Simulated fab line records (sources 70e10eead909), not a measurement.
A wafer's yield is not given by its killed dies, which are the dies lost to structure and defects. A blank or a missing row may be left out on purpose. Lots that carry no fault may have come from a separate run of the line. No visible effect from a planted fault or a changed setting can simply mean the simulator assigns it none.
fab line records | flow nand-harc
[record] lots = 11 | wafers = 33 | last-day = 24
route steps=1159 shown P_GATE@150 END@1159
lots with no fault: from the same line, run without faults
start-h: hours from the record's first day to the start of the lot's first wafer shown | wait-h: hours from the lot's prior step to this one | " identical to the entry in the row above | L1.1+2: a single row standing in for several wafers | - no value, or no start was given | * or withheld: withheld | < > ~ a bound
route shown NAME@n: a module of which the file shows steps, and the number in the route of the first | usual: mean/standard deviation of fault-free wafers | same: alike in all rows | chamber/n: place in a boat | sites: each site's reading | _std_site: their standard deviation | _edge_site: the outer-site mean with the inner-site mean subtracted | radius-mm: for every site, how far away it sits from the centre of the wafer | mask NAME#n: copy n | behind: the tool/chamber that last shaped the wafer | hold: reason for holding the lot/hours on hold/outcome of the hold | device: the n, p or np transistor that did not switch | end of line: tests of these same wafers at the route's end | step lacking rows: just its recipe | killed: not the wafer's yield, but the dies lost to structure and defects at the first sort | map: dies across one wafer; x = killed, . = not, _ = none there
set.NAME: the setting as run; set.NAME@STEP: as run at that earlier step | model.NAME: the simulator's own value behind a step, which no gauge read
steps of the route over a sample of lots; a table a step, a row a wafer
services: when a tool's chamber went out of use (start-h, in hours from the record's first day, below 0 if earlier), for how many hours, and the reason
[[steps]]
[step NHARC_P_GATE_STRIP_108]
[recipe] o2-flow-sccm = 500 | ar-flow-sccm = 0 | bias-w = 0 | chemistry = O2
[usual] drypump-motor-current-A = 5.5/0.31 | oes-product-au = 0.997/0.01 | rf-vpp-V = 58.1/0.89 | showerhead-plenum-p-Torr = 3.63/0.13 | throttle-valve-pct = 17.037/0.0093
lot.wafer | tool        | chamber | start-h | wait-h | drypump-motor-current-A | oes-product-au | rf-hours-counter-h | rf-vpp-V | showerhead-plenum-p-Torr | throttle-valve-pct
L526.2    | rie-diel-07 | 3       | 88.57   | -      | 5.6                     | 0.999          | 7                  | 57.9     | 3.76                     | 17.050
L526.4    | "           | 1       | "       | "      | 5.6                     | 1.006          | 5                  | 57.5     | 3.75                     | 17.052
L526.6    | "           | 3       | "       | "      | 5.6                     | 0.991          | -                  | 58.7     | 3.76                     | 17.026
L528.3    | rie-diel-07 | 0       | 101.14  | -      | 5.1                     | 1.006          | 9                  | 57.6     | 3.62                     | 17.021
L528.2    | "           | 1       | "       | "      | 5.5                     | 1.014          | 8                  | 59.2     | 3.75                     | 17.039
L528.6    | "           | 3       | "       | "      | 5.6                     | 0.979          | -                  | 60.7     | 3.76                     | 17.023
L529.3    | rie-diel-03 | 1       | 106.55  | -      | 6.3                     | 1.008          | 24                 | 57.6     | 3.64                     | 17.039
L529.2    | "           | 2       | "       | "      | 4.7                     | 0.993          | 24                 | 57.0     | 3.68                     | 17.040
L529.5    | "           | 3       | "       | "      | 5.5                     | 0.980          | -                  | 58.1     | 3.30                     | 17.040
L530.3    | rie-diel-03 | 0       | 111.53  | -      | 5.6                     | 0.986          | 24                 | 57.5     | 3.51                     | 17.033
L530.2    | "           | 1       | "       | "      | 6.3                     | 1.009          | 26                 | 58.6     | 3.64                     | 17.041
L530.5    | "           | 0       | "       | "      | 5.5                     | 0.989          | -                  | 57.2     | 3.51                     | 17.037
L532.2    | rie-diel-03 | 1       | 120.22  | -      | 6.3                     | 1.001          | 29                 | 58.5     | 3.64                     | 17.055
L532.6    | "           | 3       | "       | "      | 5.5                     | 0.982          | -                  | 57.2     | 3.30                     | 17.044
L532.5    | "           | 0       | "       | "      | 5.5                     | 0.993          | -                  | 56.6     | 3.51                     | 17.037
L533.4    | rie-diel-07 | 0       | 129.04  | -      | 5.1                     | 0.998          | 13                 | 58.4     | 3.62                     | 17.047
L533.2    | "           | 2       | "       | "      | 5.4                     | 0.991          | 15                 | 58.2     | 3.63                     | 17.033
L533.6    | "           | 3       | "       | "      | 5.6                     | 0.987          | -                  | 59.8     | 3.75                     | 17.035
L540.2    | rie-diel-07 | 1       | 167.74  | -      | 5.5                     | 1.006          | 21                 | 56.5     | 3.74                     | 17.043
L540.6    | "           | 3       | "       | "      | 5.6                     | 0.993          | -                  | 60.0     | 3.75                     | 17.052
L540.5    | "           | 0       | "       | "      | 5.1                     | 1.011          | -                  | 58.2     | 3.62                     | 17.040
L541.1    | rie-diel-07 | 1       | 187.36  | -      | 5.5                     | 1.004          | 24                 | 58.5     | 3.74                     | 17.041
L541.2    | "           | 3       | "       | "      | 5.6                     | 0.989          | 25                 | 58.5     | 3.75                     | 17.049
L541.6    | "           | 2       | "       | "      | 5.5                     | 0.987          | -                  | 57.3     | 3.62                     | 17.041
L543.3    | rie-diel-07 | 1       | 192.38  | -      | 5.5                     | 0.998          | 25                 | 57.9     | 3.74                     | 17.033
L543.2    | "           | 3       | "       | "      | 5.6                     | 0.982          | 26                 | 58.3     | 3.75                     | 17.038
L543.6    | "           | 1       | "       | "      | 5.5                     | 1.008          | -                  | 56.5     | 3.74                     | 17.033
L545.3    | rie-diel-07 | 2       | 204.07  | -      | 5.5                     | 0.997          | 32                 | 59.2     | 3.62                     | 17.030
L545.2    | "           | 1       | "       | "      | 5.5                     | 1.016          | 28                 | 57.8     | 3.74                     | 17.035
L545.5    | "           | 3       | "       | "      | 5.6                     | 0.986          | -                  | 58.4     | 3.75                     | 17.046
L549.2    | rie-diel-03 | 2       | 231.73  | -      | 4.7                     | 0.996          | 3                  | 58.9     | 3.66                     | 17.050
L549.6    | "           | 2       | "       | "      | 4.7                     | 0.982          | -                  | 57.4     | 3.66                     | 17.044
L549.5    | "           | 3       | "       | "      | 5.5                     | 0.981          | -                  | 57.0     | 3.81                     | 17.055
[step NHARC_P_GATE_STRIP_113]
[recipe] power-w = 1500 | temp-c = 110 | time-s = 740 | chemistry = N2/H2
[usual] drypump-motor-current-A = 5.7/0.32 | heater-power-w = 94/11
lot.wafer | tool            | chamber | start-h | wait-h | drypump-motor-current-A | heater-power-w | rf-hours-counter-h
L526.2    | plasma-asher-02 | 0       | 105.93  | 0.2    | 6.0                     | 111            | 33
L526.4    | "               | 0       | "       | "      | 6.0                     | 115            | -
L526.6    | "               | 0       | "       | "      | 6.0                     | 114            | -
L528.2    | plasma-asher-01 | 0       | 118.58  | 0.2    | 6.0                     | 85             | 3
L528.3    | "               | 1       | "       | "      | 5.5                     | 86             | -
L528.6    | "               | 0       | "       | "      | 6.0                     | 87             | -
L529.2    | plasma-asher-02 | 0       | 125.07  | 0.3    | 6.0                     | 115            | 41
L529.3    | "               | 0       | "       | "      | 6.0                     | 116            | -
L529.5    | "               | 0       | "       | "      | 6.0                     | 110            | -
L530.2    | plasma-asher-02 | 0       | 126.48  | 0.2    | 6.0                     | 112            | 41
L530.3    | "               | 0       | "       | "      | 6.0                     | 112            | -
L530.5    | "               | 1       | "       | "      | 5.3                     | 86             | -
L532.2    | plasma-asher-01 | 1       | 135.48  | 0.2    | 5.4                     | 87             | 9
L532.5    | "               | 1       | "       | "      | 5.4                     | 87             | -
L532.6    | "               | 0       | "       | "      | 6.0                     | 86             | -
L533.2    | plasma-asher-02 | 0       | 144.32  | 0.2    | 6.0                     | 110            | 48
L533.4    | "               | 1       | "       | "      | 5.3                     | 88             | -
L533.6    | "               | 1       | "       | "      | 5.3                     | 89             | -
L540.2    | plasma-asher-02 | 1       | 183.10  | 0.3    | 5.3                     | 89             | 62
L540.5    | "               | 0       | "       | "      | 6.0                     | 115            | -
L540.6    | "               | 1       | "       | "      | 5.3                     | 87             | -
L541.2    | plasma-asher-02 | 1       | 202.68  | 0.2    | 5.3                     | 89             | 3
L541.1    | "               | 0       | "       | "      | 6.0                     | 110            | 3
L541.6    | "               | 1       | "       | "      | 5.3                     | 88             | -
L543.2    | plasma-asher-02 | 1       | 208.61  | 0.2    | 5.3                     | 89             | 6
L543.3    | "               | 1       | "       | "      | 5.3                     | 90             | -
L543.6    | "               | 0       | "       | "      | 6.0                     | 106            | -
L545.2    | plasma-asher-02 | 1       | 219.88  | 0.6    | 5.3                     | 89             | 12
L545.3    | "               | 1       | "       | "      | 5.3                     | 88             | -
L545.5    | "               | 0       | "       | "      | 6.0                     | 106            | -
L549.2    | plasma-asher-02 | 0       | 246.93  | 0.2    | 6.0                     | 108            | 16
L549.5    | "               | 0       | "       | "      | 6.0                     | 108            | -
L549.6    | "               | 1       | "       | "      | 5.3                     | 88             | -
[step NHARC_P_GATE_RTA_64]
[recipe] temp-c = 1050 | time-s = 1
[usual] lamp-power-pct = 32.7/0.98 | lamp_zone_3_pct = 32.6/0.98 | lamp_zone_4_pct = 32.6/0.98 | lamp_zone_5_pct = 32.6/0.98 | lamp_zone_6_pct = 32.6/0.98 | wafer_temp_C_max = 1054.6/1
lot.wafer | tool          | chamber | start-h | wait-h | lamp-power-pct | lamp_zone_3_pct | lamp_zone_4_pct | lamp_zone_5_pct | lamp_zone_6_pct | wafer_temp_C_max
L526.2    | rtp-anneal-01 | 0       | 107.26  | -      | 31.7           | 31.7            | 31.6            | 31.7            | 31.6            | 1056.3
L526.4    | "             | 0       | "       | "      | 31.7           | 31.7            | 31.7            | 31.7            | 31.6            | 1056.5
L526.6    | "             | 0       | "       | "      | 31.7           | 31.6            | 31.7            | 31.7            | 31.7            | 1054.8
L528.2    | rtp-anneal-02 | 0       | 119.89  | -      | 33.7           | 33.7            | 33.6            | 33.6            | 33.6            | 1053.5
L528.3    | "             | 0       | "       | "      | 33.6           | 33.7            | 33.6            | 33.6            | 33.6            | 1053.2
L528.6    | "             | 0       | "       | "      | 33.7           | 33.6            | 33.6            | 33.7            | 33.6            | 1053.0
L529.2    | rtp-anneal-02 | 0       | 126.27  | -      | 33.7           | 33.6            | 33.6            | 33.6            | 33.5            | 1054.1
L529.3    | "             | 0       | "       | "      | 33.6           | 33.6            | 33.6            | 33.6            | 33.6            | 1054.7
L529.5    | "             | 0       | "       | "      | 33.6           | 33.6            | 33.6            | 33.6            | 33.5            | 1054.0
L530.2    | rtp-anneal-01 | 0       | 127.81  | -      | 31.6           | 31.6            | 31.7            | 31.6            | 31.6            | 1054.9
L530.3    | "             | 0       | "       | "      | 31.6           | 31.6            | 31.6            | 31.7            | 31.6            | 1054.2
L530.5    | "             | 0       | "       | "      | 31.6           | 31.6            | 31.7            | 31.7            | 31.6            | 1055.9
L532.2    | rtp-anneal-01 | 0       | 136.80  | -      | 31.7           | 31.7            | 31.7            | 31.7            | 31.7            | 1056.5
L532.5    | "             | 0       | "       | "      | 31.6           | 31.7            | 31.7            | 31.7            | 31.6            | 1054.6
L532.6    | "             | 0       | "       | "      | 31.7           | 31.7            | 31.7            | 31.6            | 31.6            | 1055.3
L533.2    | rtp-anneal-01 | 0       | 145.65  | -      | 31.7           | 31.7            | 31.6            | 31.7            | 31.6            | 1054.3
L533.4    | "             | 0       | "       | "      | 31.7           | 31.7            | 31.7            | 31.7            | 31.6            | 1054.0
L533.6    | "             | 0       | "       | "      | 31.7           | 31.7            | 31.7            | 31.6            | 31.6            | 1056.5
L540.2    | rtp-anneal-01 | 0       | 184.29  | -      | 31.7           | 31.7            | 31.7            | 31.7            | 31.6            | 1054.2
L540.5    | "             | 0       | "       | "      | 31.7           | 31.7            | 31.7            | 31.7            | 31.6            | 1054.7
L540.6    | "             | 0       | "       | "      | 31.7           | 31.7            | 31.7            | 31.6            | 31.7            | 1056.3
L541.1    | rtp-anneal-01 | 0       | 203.95  | -      | 31.6           | 31.7            | 31.7            | 31.6            | 31.6            | 1055.0
L541.2    | "             | 0       | "       | "      | 31.7           | 31.7            | 31.7            | 31.7            | 31.6            | 1055.9
L541.6    | "             | 0       | "       | "      | 31.7           | 31.7            | 31.7            | 31.6            | 31.6            | 1054.4
L543.2    | rtp-anneal-01 | 0       | 209.91  | -      | 31.7           | 31.7            | 31.6            | 31.7            | 31.6            | 1054.5
L543.3    | "             | 0       | "       | "      | 31.7           | 31.7            | 31.6            | 31.6            | 31.6            | 1054.0
L543.6    | "             | 0       | "       | "      | 31.7           | 31.7            | 31.7            | 31.7            | 31.6            | 1055.5
L545.2    | rtp-anneal-02 | 0       | 221.07  | -      | 33.6           | 33.6            | 33.6            | 33.6            | 33.6            | 1053.8
L545.3    | "             | 0       | "       | "      | 33.7           | 33.7            | 33.6            | 33.6            | 33.6            | 1053.7
L545.5    | "             | 0       | "       | "      | 33.6           | 33.7            | 33.6            | 33.7            | 33.6            | 1053.3
L549.2    | rtp-anneal-02 | 0       | 248.24  | -      | 33.6           | 33.7            | 33.7            | 33.6            | 33.6            | 1054.9
L549.5    | "             | 0       | "       | "      | 33.6           | 33.6            | 33.7            | 33.7            | 33.6            | 1054.4
L549.6    | "             | 0       | "       | "      | 33.7           | 33.6            | 33.6            | 33.6            | 33.6            | 1053.5
[step NHARC_P_GATE_RTA_80]
[recipe] temp-c = 300 | time-s = 30
[usual] lamp-power-pct = 1.95/0.059 | lamp_zone_3_pct = 1.95/0.059 | lamp_zone_4_pct = 1.95/0.059 | lamp_zone_5_pct = 1.95/0.059 | wafer_temp_C_max = 301.2/0.3
lot.wafer | tool          | chamber | start-h | wait-h | lamp-power-pct | lamp_zone_3_pct | lamp_zone_4_pct | lamp_zone_5_pct | wafer_temp_C_max
L526.2    | rtp-anneal-01 | 0       | 108.01  | -      | 1.89           | 1.89            | 1.89            | 1.89            | 301.3
L526.4    | "             | 0       | "       | "      | 1.89           | 1.89            | 1.89            | 1.89            | 301.4
L526.6    | "             | 0       | "       | "      | 1.89           | 1.89            | 1.89            | 1.89            | 301.5
L528.2    | rtp-anneal-01 | 0       | 120.49  | -      | 1.89           | 1.88            | 1.89            | 1.88            | 301.0
L528.3    | "             | 0       | "       | "      | 1.89           | 1.89            | 1.89            | 1.89            | 301.3
L528.6    | "             | 0       | "       | "      | 1.89           | 1.89            | 1.88            | 1.88            | 301.5
L529.2    | rtp-anneal-02 | 0       | 126.87  | -      | 2.00           | 2.00            | 2.00            | 2.00            | 301.2
L529.3    | "             | 0       | "       | "      | 2.00           | 2.00            | 2.00            | 2.00            | 301.2
L529.5    | "             | 0       | "       | "      | 2.00           | 2.00            | 2.00            | 2.00            | 300.9
L530.2    | rtp-anneal-02 | 0       | 128.42  | -      | 2.00           | 2.00            | 2.00            | 2.00            | 300.8
L530.3    | "             | 0       | "       | "      | 2.00           | 2.00            | 2.00            | 2.00            | 301.3
L530.5    | "             | 0       | "       | "      | 2.00           | 2.00            | 2.00            | 2.00            | 301.0
L532.2    | rtp-anneal-01 | 0       | 137.43  | -      | 1.89           | 1.89            | 1.89            | 1.89            | 301.4
L532.5    | "             | 0       | "       | "      | 1.89           | 1.89            | 1.89            | 1.89            | 301.4
L532.6    | "             | 0       | "       | "      | 1.89           | 1.89            | 1.89            | 1.89            | 301.5
L533.2    | rtp-anneal-02 | 0       | 146.26  | -      | 2.00           | 2.00            | 2.00            | 2.00            | 300.8
L533.4    | "             | 0       | "       | "      | 2.00           | 2.00            | 2.00            | 2.01            | 301.0
L533.6    | "             | 0       | "       | "      | 2.00           | 2.00            | 2.00            | 2.00            | 300.9
L540.2    | rtp-anneal-02 | 0       | 184.90  | -      | 2.01           | 2.01            | 2.01            | 2.01            | 300.9
L540.5    | "             | 0       | "       | "      | 2.01           | 2.01            | 2.01            | 2.01            | 301.3
L540.6    | "             | 0       | "       | "      | 2.01           | 2.01            | 2.01            | 2.01            | 300.8
L541.1    | rtp-anneal-02 | 0       | 204.56  | -      | 2.01           | 2.01            | 2.00            | 2.00            | 301.7
L541.2    | "             | 0       | "       | "      | 2.01           | 2.01            | 2.01            | 2.01            | 301.4
L541.6    | "             | 0       | "       | "      | 2.00           | 2.01            | 2.00            | 2.01            | 301.2
L543.2    | rtp-anneal-01 | 0       | 210.51  | -      | 1.88           | 1.89            | 1.89            | 1.89            | 301.5
L543.3    | "             | 0       | "       | "      | 1.88           | 1.89            | 1.89            | 1.88            | 301.4
L543.6    | "             | 0       | "       | "      | 1.88           | 1.88            | 1.89            | 1.89            | 301.4
L545.2    | rtp-anneal-01 | 0       | 221.68  | -      | 1.89           | 1.88            | 1.88            | 1.88            | 301.4
L545.3    | "             | 0       | "       | "      | 1.89           | 1.88            | 1.89            | 1.89            | 301.9
L545.5    | "             | 0       | "       | "      | 1.89           | 1.89            | 1.89            | 1.88            | 301.6
L549.2    | rtp-anneal-02 | 0       | 248.85  | -      | 2.00           | 2.00            | 2.00            | 2.00            | 301.3
L549.5    | "             | 0       | "       | "      | 2.00           | 2.00            | 2.00            | 2.00            | 301.3
L549.6    | "             | 0       | "       | "      | 2.00           | 2.00            | 2.00            | 2.00            | 301.5
[step NHARC_P_GATE_INSPECT_68]
[usual] raw-defect-count = 222/77
lot.wafer | tool              | chamber | start-h | wait-h | raw-defect-count
L526.2    | defect-inspect-02 | -       | 108.65  | 0.1    | 237
L526.4    | "                 | -       | "       | "      | 217
L526.6    | "                 | -       | "       | "      | 197
L528.2    | defect-inspect-02 | -       | 121.12  | 0.1    | 159
L528.3    | "                 | -       | "       | "      | 159
L528.6    | "                 | -       | "       | "      | 154
L529.2    | defect-inspect-02 | -       | 127.72  | 0.2    | 152
L529.3    | "                 | -       | "       | "      | 259
L529.5    | "                 | -       | "       | "      | 195
L530.2    | defect-inspect-02 | -       | 129.05  | 0.1    | 183
L530.3    | "                 | -       | "       | "      | 229
L530.5    | "                 | -       | "       | "      | 250
L532.2    | defect-inspect-02 | -       | 138.06  | 0.1    | 270
L532.5    | "                 | -       | "       | "      | 208
L532.6    | "                 | -       | "       | "      | 274
L533.2    | defect-inspect-02 | -       | 146.89  | 0.1    | 238
L533.4    | "                 | -       | "       | "      | 186
L533.6    | "                 | -       | "       | "      | 247
L540.2    | defect-inspect-02 | -       | 185.53  | 0.1    | 206
L540.5    | "                 | -       | "       | "      | 177
L540.6    | "                 | -       | "       | "      | 168
L541.1    | defect-inspect-01 | -       | 205.34  | 0.2    | 199
L541.2    | "                 | -       | "       | "      | 270
L541.6    | "                 | -       | "       | "      | 287
L543.2    | defect-inspect-02 | -       | 211.15  | 0.1    | 257
L543.3    | "                 | -       | "       | "      | 254
L543.6    | "                 | -       | "       | "      | 315
L545.2    | defect-inspect-02 | -       | 222.30  | 0.1    | 184
L545.3    | "                 | -       | "       | "      | 1520
L545.5    | "                 | -       | "       | "      | 186
L549.2    | defect-inspect-01 | -       | 249.48  | 0.1    | 274
L549.5    | "                 | -       | "       | "      | 250
L549.6    | "                 | -       | "       | "      | 326
[step NHARC_END_SORT_01]
[recipe] temp-c = 25
[usual] killed-at-array = 21/8.9 | killed-at-other = 0.8/1.3 | killed-at-periphery = 3.6/2.4 | killed-dies = 26/8.9 | killed-open = 3.1/1.8 | killed-short = 1.9/1.3
[same] gross-dies = 677
lot.wafer | tool      | chamber | start-h | wait-h | killed-at-array | killed-at-other | killed-at-periphery | killed-dies | killed-open | killed-short
L545.2    | prober-02 | 0       | 559.58  | 2.8    | 19              | 0               | 3                   | 22          | 4           | 1
L545.3    | prober-02 | 0       | 560.38  | 3.1    | 19              | 1               | 52                  | 72          | 4           | 1
L545.5    | prober-02 | 0       | 561.97  | 3.7    | 24              | 0               | 1                   | 25          | 5           | 1
// killed by level:class
L545.2 A_SLIT:chamber-film-flake=10 A_CHANNEL_HOLE_D1:chamber-film-flake=4 A_STAIRCASE:chamber-film-flake=2 P_CONTACT:geometric-particle:open=1 P_M0:geometric-particle:open=1 A_CHANNEL_FILL_D1:geometric-particle:open=1 A_SGD_CUT:geometric-particle:short=1 A_M0:geometric-particle:open=1
L545.3 P_GATE:unspecified=47 A_SLIT:chamber-film-flake=13 A_CONTACT:chamber-film-flake=2 P_CONTACT:geometric-particle:open=1 P_M0:geometric-particle:open=1 P_M2:geometric-particle:short=1 A_BLC:geometric-particle:open=1 A_M0:geometric-particle:open=1
L545.5 A_SLIT:chamber-film-flake=10 A_CHANNEL_HOLE_D1:chamber-film-flake=5 A_CONTACT:geometric-particle:open=2 P_M0:geometric-particle:open=1 A_SGD_CUT:geometric-particle:open=1 A_M0:geometric-particle:open=1 A_M0:geometric-particle:short=1 A_CHANNEL_FILL_D1:chamber-film-flake=1
[[services]]
tool            | chamber | start-h | hours | kind
rie-diel-07     | 1       | 77.31   | 5.8   | repair
rie-diel-07     | 0       | 84.71   | -     | clean
rie-diel-07     | 1       | 84.71   | -     | clean
rie-diel-07     | 2       | 84.71   | -     | clean
rie-diel-07     | 3       | 84.71   | -     | clean
plasma-asher-01 | -       | 99.23   | 9.0   | pm
rie-diel-07     | 0       | 109.32  | -     | clean
rie-diel-07     | 1       | 109.32  | -     | clean
rie-diel-07     | 2       | 109.32  | -     | clean
rie-diel-07     | 3       | 109.32  | -     | clean
rie-diel-07     | 0       | 133.82  | -     | clean
rie-diel-07     | 1       | 133.82  | -     | clean
rie-diel-07     | 2       | 133.82  | -     | clean
rie-diel-07     | 3       | 133.82  | -     | clean
rie-diel-07     | 0       | 158.32  | -     | clean
rie-diel-07     | 1       | 158.32  | -     | clean
rie-diel-07     | 2       | 158.32  | -     | clean
plasma-asher-01 | -       | 164.29  | 6.1   | repair
plasma-asher-02 | 0       | 183.76  | 9.0   | vent-cycle
plasma-asher-02 | 0       | 192.76  | -     | clean
plasma-asher-02 | 1       | 192.76  | -     | clean
plasma-asher-02 | -       | 195.00  | 1.2   | repair
rie-diel-03     | -       | 215.83  | 9.0   | pm
rie-diel-07     | -       | 228.21  | 9.0   | pm
[[key]]
[first-sign] step = NHARC_P_GATE_INSPECT_68 | reading = raw-defect-count | direction = up | sigmas = 17 | usual = 222 | struck = 1520
[effect] step = NHARC_END_SORT_01 | reading = killed-at-periphery | direction = up | sigmas = 20 | usual = 3.6 | struck = 52
[more-kills-born-at] NHARC_P_GATE_STRIP_108@rie-diel-07 = 47
met-at NHARC_P_GATE_STRIP_108
struck-lots L545
struck-wafers L545.3
tester-left-out L545
not-acting-at NHARC_P_GATE_STRIP_113,NHARC_P_GATE_RTA_64,NHARC_P_GATE_RTA_80
onset-between 187.36 204.07
[fault] kind = chamber-particle-source | tool = rie-diel-07 | chamber = 2 | onset-h = 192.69 | steps = NHARC_P_GATE_STRIP_108 | rate-per-visit-cm2 = 1.9784 | end-h = 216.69
// tester-left-out: of these lots the tester's yield and bins aren't shown, on N5 and GAA mostly nor the transistor test; their killed dies are dies lost to structure and defects alone, not to doping, threshold or leakage, so they don't give the yield
